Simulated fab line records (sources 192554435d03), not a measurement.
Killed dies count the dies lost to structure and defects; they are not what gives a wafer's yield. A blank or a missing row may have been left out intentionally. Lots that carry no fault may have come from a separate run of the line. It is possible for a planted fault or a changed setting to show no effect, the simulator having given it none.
A struck lot beside a sound one + flow n5-finfet + 36 steps out of a route of 1938
Sound: wafers L633.2, L633.3, L633.6. Struck: wafers L637.3, L637.6. (L637.4 of the same lot was not struck and is left out.) The cause comes at the end.
For every step that has rows: the tool of each side, followed by ch and its chambers, followed by its first start. Under that, the readings that differ: sound wafers + struck wafers + difference of the means + sigmas: that difference in standard deviations of wafers without a fault.
alike: words and numbers the same on both sides, and readings whose means are apart by under 2 such deviations; not compared: readings that were withheld, readings missing a value for some wafer, numbers with overlapping values and no deviation given by the record, and bounds like >300 which may hide the same value.
A row with sigmas, a row that says differs or no value, or rows on one side alone: a step with any of these is where the two part. Numbers that don't overlap but have no deviation are shown without sigmas and don't part them. A reading missing from all wafers of one side parts the sides only when that side holds two or more wafers.

first, 12 steps without rows for these wafers: N5_BEOL_M5_ALD_86 (deposits TaN, pulse time 2 s, purge time 3 s, co reactant purge time 2 s); N5_BEOL_M5_SURFACE_TREAT_87; N5_BEOL_M5_CVD_47 (deposits Co from CCTBA/H2, target thk 3 nm, time 216 s); N5_BEOL_M5_SPUTTER_48 (material Cu, target thk 15 nm, time 27.62 s); N5_BEOL_M5_ANNEAL_49 (time 1800 s); N5_BEOL_M5_SPUTTER_81 (material Cu, target thk 15 nm, time 27.62 s); N5_BEOL_M5_ANNEAL_82 (time 1800 s); N5_BEOL_M5_SPUTTER_83 (material Cu, target thk 15 nm, time 27.62 s); N5_BEOL_M5_ANNEAL_84 (time 1800 s); N5_BEOL_M5_SPUTTER_88 (material Cu, target thk 15 nm, time 27.62 s); N5_BEOL_M5_ANNEAL_89 (time 1800 s); N5_BEOL_M5_SPUTTER_90 (material Cu, target thk 4.5 nm, time 8.29 s).
N5_BEOL_M5_ECD_50: material Cu, target thk 300 nm.
  sound on ecd-cu-02 ch 0,1, day 13 08:26; struck on ecd-cu-01 ch 0,1, day 14 15:04
then, 22 steps without rows for these wafers: N5_BEOL_M5_ANNEAL_51 (time 90 s); N5_BEOL_M5_CMP_52 (polishes, stops on SiCOH lowk, t overpolish 6.9 s, target thk 62 nm); N5_BEOL_M5_PRE_CLEAN_77 (time 15 s); N5_BEOL_M5_CO_CAP_78 (material Co, precursor CCTBA/H2, target thk 2 nm, time 102.1 s); N5_BEOL_M5_PRE_CLEAN_55 (time 15 s); N5_BEOL_M5_DEP_56 (deposits SiCN from 3MS/NH3, target thk 8 nm, time 14 s); N5_BEOL_M6_ILD_DEP_00 (deposits SiCOH lowk from DEMS/porogen, target thk 179.75 nm, time 33.4 s); N5_BEOL_M6_CURE_74 (cures SiCOH lowk, time 240 s); N5_BEOL_M6_PECVD_70 (deposits SiO2 from TEOS/O2, target thk 20 nm, time 22.7 s); N5_BEOL_M6_HM_DEP_02 (deposits TiN, target thk 20 nm); N5_BEOL_M6_COAT_59 (time 60 s, resist thk 100 nm); N5_BEOL_M6_COAT_60 (time 60 s, resist thk 35 nm); N5_BEOL_M6_COAT_05 (resist thk 90 nm); N5_BEOL_M6_EBR_07; N5_BEOL_M6_SOFTBAKE_06 (time 60 s); N5_BEOL_M6_EXPOSE_08 (exposes mask M6); N5_BEOL_M6_PEB_09 (peb time 60 s); N5_BEOL_M6_DEVELOP_10 (develop time 30 s); N5_BEOL_M6_DESCUM_16 (chemistry O2, time 7.9 s); N5_BEOL_M6_ETCH_61 (etches SiARC in CF4, target depth 45.5 nm, time 75.8 s); N5_BEOL_M6_ETCH_62 (etches SOC in N2/H2, target depth 110 nm, overetch 22 nm, time 165 s); N5_BEOL_M6_STRIP_68 (strips in N2/H2).
-- record jumps: 4 days separate the struck wafers' starts on either side; left off in module BEOL_M6, taken up again in module PASSIVATION, whose first shown step is the route's number 1936 --
N5_PASSIVATION_PROBE_49:
  the record has rows for the struck wafers here (prober-02, day 18 20:52) and none for the sound ones

WHERE THEY PART
Only at N5_PASSIVATION_PROBE_49, as far as this record shows.

WHY: what the simulator had put in
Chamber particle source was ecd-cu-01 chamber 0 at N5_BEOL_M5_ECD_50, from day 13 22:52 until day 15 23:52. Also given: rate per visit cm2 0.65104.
